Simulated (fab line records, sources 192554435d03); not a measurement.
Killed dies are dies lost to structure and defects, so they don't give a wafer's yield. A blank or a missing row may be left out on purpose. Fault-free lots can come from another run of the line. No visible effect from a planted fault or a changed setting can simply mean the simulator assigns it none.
Which tool is to blame? + flow n5 finfet + 27 wafers from 9 lots sampled at 3 of the route's 1938 steps

WHAT EACH GAUGE READ, for each wafer
N5_SD_EPI_P_CD_MEAS_09: target cd 240 nm.
| lot  | measured    | on        | cd nm (nm)        |
|------|-------------|-----------|-------------------|
| L925 | day 3 07:06 | cd sem-01 | 240.0 240.5 240.5 |
| L927 | day 3 17:22 | cd sem-01 | 239.8 240.2 239.9 |
| L930 | day 4 10:31 | cd sem-03 | 240.2 239.3 240.2 |
| L935 | day 5 16:02 | cd sem-03 | 240.7 241.2 240.6 |
| L938 | day 6 11:21 | cd sem-03 | 239.3 239.3 240.1 |
| L940 | day 6 22:58 | cd sem-02 | 240.0 239.8 239.3 |
| L941 | day 7 04:09 | cd sem-03 | 225.0 224.0 225.0 |
| L942 | day 7 11:09 | cd sem-02 | 224.6 224.9 224.9 |
| L946 | day 8 12:10 | cd sem-03 | 240.8 241.4 241.0 |

WHICH TOOL RAN EACH LOT (tool, then ch and the chambers of the sampled wafers, then the start)
| lot  | N5_SD_EPI_N_ETCH_34               | N5_SD_EPI_P_PEB_07               |
|------|-----------------------------------|----------------------------------|
| L925 | rie diel-05 ch 0,2, day 3 02:55   | litho track-01 ch 0, day 3 07:02 |
| L927 | rie diel-06 ch 0,1,3, day 3 12:53 | litho track-04 ch 0, day 3 17:18 |
| L930 | rie diel-02 ch 0,3, day 4 06:02   | litho track-04 ch 0, day 4 10:27 |
| L935 | rie diel-05 ch 1,2, day 5 11:50   | litho track-04 ch 0, day 5 15:58 |
| L938 | rie diel-06 ch 1,2,3, day 6 06:59 | litho track-01 ch 0, day 6 11:17 |
| L940 | rie diel-02 ch 0,1, day 6 18:45   | litho track-05 ch 0, day 6 22:53 |
| L941 | rie diel-02 ch 0,1, day 6 23:50   | litho track-04 ch 0, day 7 04:05 |
| L942 | rie diel-06 ch 0,1, day 7 06:26   | litho track-04 ch 0, day 7 11:05 |
| L946 | rie diel-06 ch 0,1,2, day 8 07:07 | litho track-05 ch 0, day 8 12:06 |
- N5_SD_EPI_N_ETCH_34: etches SiARC in CF4, target depth 45.5 nm, time 75.8 s.
- N5_SD_EPI_P_PEB_07: peb time 60 s.

THE ANSWER, worked out from the rows above alone
Rule: usual is defined by the lots themselves. The widest of any qualifying gaps counts: lots, ordered by their means at a reading, are off when they make up no more than a third of the lots, leave a main group of 4 or more, and stand apart from it by 3 or more times the standard deviation of that group's means. If all means in a main group match to the digits the tables above print for the reading, that group is not used. A lot without any number at a reading at which 4 lots or more have one is off too. All remaining lots with rows at the step are treated as sound.
Off, at N5_SD_EPI_P_CD_MEAS_09 on cd nm: L941, L942. The main group: mean 240.2 nm, standard deviation 0.53.
If a tool, at a process step before that reading, ran all the lots that are off and no sound lot after the first of them, it fits. The gauges at N5_SD_EPI_P_CD_MEAS_09 are tried like those tools. One fits: litho track-04 at N5_SD_EPI_P_PEB_07. A fault onset in the window from L935 (day 5 15:58, its last sound lot) to L941 (day 7 04:05, its first lot off) fits.

WHAT THE SIMULATOR PUT IN
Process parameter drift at N5_SD_EPI_P_PEB_07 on litho track-04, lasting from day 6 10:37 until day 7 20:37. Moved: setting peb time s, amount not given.
Shown lots that were struck: L941, L942. The rule above reached the same finding.
